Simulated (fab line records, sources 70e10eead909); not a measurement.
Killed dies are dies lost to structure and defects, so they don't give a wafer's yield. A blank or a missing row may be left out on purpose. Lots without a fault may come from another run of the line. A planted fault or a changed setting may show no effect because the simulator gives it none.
Which tool did it? | flow nand_harc | 13 lots, 39 wafers sampled, at 2 steps of a route of 1159

WHAT THE GAUGES READ, wafer by wafer
NHARC_A_CONTACT_CD_MEAS_08: target cd 100 nm. Usual: cd_nm 99.8 nm, standard deviation 0.52.
lot  | measured     | on        | cd_nm (nm)        | flag
L357 | day 16 21:16 | cd_sem-01 | 100.8 100.6 100.7 |
L358 | day 17 06:36 | cd_sem-01 | 100.3 101.0 100.3 |
L359 | day 17 11:00 | cd_sem-01 | 100.7 99.5 99.6   |
L361 | day 17 21:32 | cd_sem-01 | 99.9 100.3 99.6   |
L362 | day 18 03:24 | cd_sem-01 | 100.0 99.9 99.4   |
L363 | day 19 08:12 | cd_sem-03 | 99.9 99.5 99.6    |
L370 | day 19 20:53 | cd_sem-01 | 100.2 99.5 100.0  |
L372 | day 20 07:03 | cd_sem-02 | 99.9 99.8 99.5    |
L374 | day 21 03:17 | cd_sem-03 | 99.4 100.3 99.7   |
L375 | day 21 15:22 | cd_sem-03 | 98.6 98.7 98.7    |
L377 | day 21 18:42 | cd_sem-01 | 99.7 99.9 99.3    |
L378 | day 21 23:10 | cd_sem-03 | 100.0 100.1 99.7  |
L379 | day 23 04:22 | cd_sem-02 | 100.4 100.4 100.4 |

WHICH TOOL RAN EACH LOT (tool, then ch and the chambers of the sampled wafers, then the start)
lot  | NHARC_A_CONTACT_ETCH_132
L357 | har_cap_etch-01 ch 1, day 16 14:34
L358 | har_cap_etch-01 ch 0,1, day 17 02:38
L359 | har_cap_etch-03 ch 0,1, day 17 05:35
L361 | har_cap_etch-03 ch 1, day 17 16:44
L362 | har_cap_etch-02 ch 0,1, day 17 22:58
L363 | har_cap_etch-02 ch 0,1, day 19 04:05
L370 | har_cap_etch-01 ch 0,1, day 19 14:58
L372 | har_cap_etch-01 ch 0,1, day 20 03:00
L374 | har_cap_etch-01 ch 0,1, day 20 20:43
L375 | har_cap_etch-02 ch 0,1, day 21 08:53
L377 | har_cap_etch-01 ch 0,1, day 21 14:43
L378 | har_cap_etch-01 ch 0,1, day 21 19:20
L379 | har_cap_etch-01 ch 0,1, day 23 00:08
- NHARC_A_CONTACT_ETCH_132: etches the open film in C4F8/O2/Ar, time 156 s, target depth 958 nm.

WHAT THE TOOLS THEMSELVES READ (means of the sampled wafers that have a number; where no wafer has one, the mark that the record gives instead)
The record holds no such reading with a usual standard deviation.

THE ANSWER, worked out from the rows above alone
Rule: a lot is off if the mean of its wafers that have a number lies more than 3 standard deviations from the usual mean. A lot without any number at a reading at which 4 lots or more have one is off too. The other lots that the step has rows for count as sound. The gauges are gone through in route order, then the tools' own readings, and for those a lot's mean is taken as printed above. The first step at which some lot is off is used, and at that step the reading that is off furthest; a lot without a number counts as furthest.
No lot is off at any reading shown: from this, nothing can be told.

WHAT THE SIMULATOR HAD PUT IN
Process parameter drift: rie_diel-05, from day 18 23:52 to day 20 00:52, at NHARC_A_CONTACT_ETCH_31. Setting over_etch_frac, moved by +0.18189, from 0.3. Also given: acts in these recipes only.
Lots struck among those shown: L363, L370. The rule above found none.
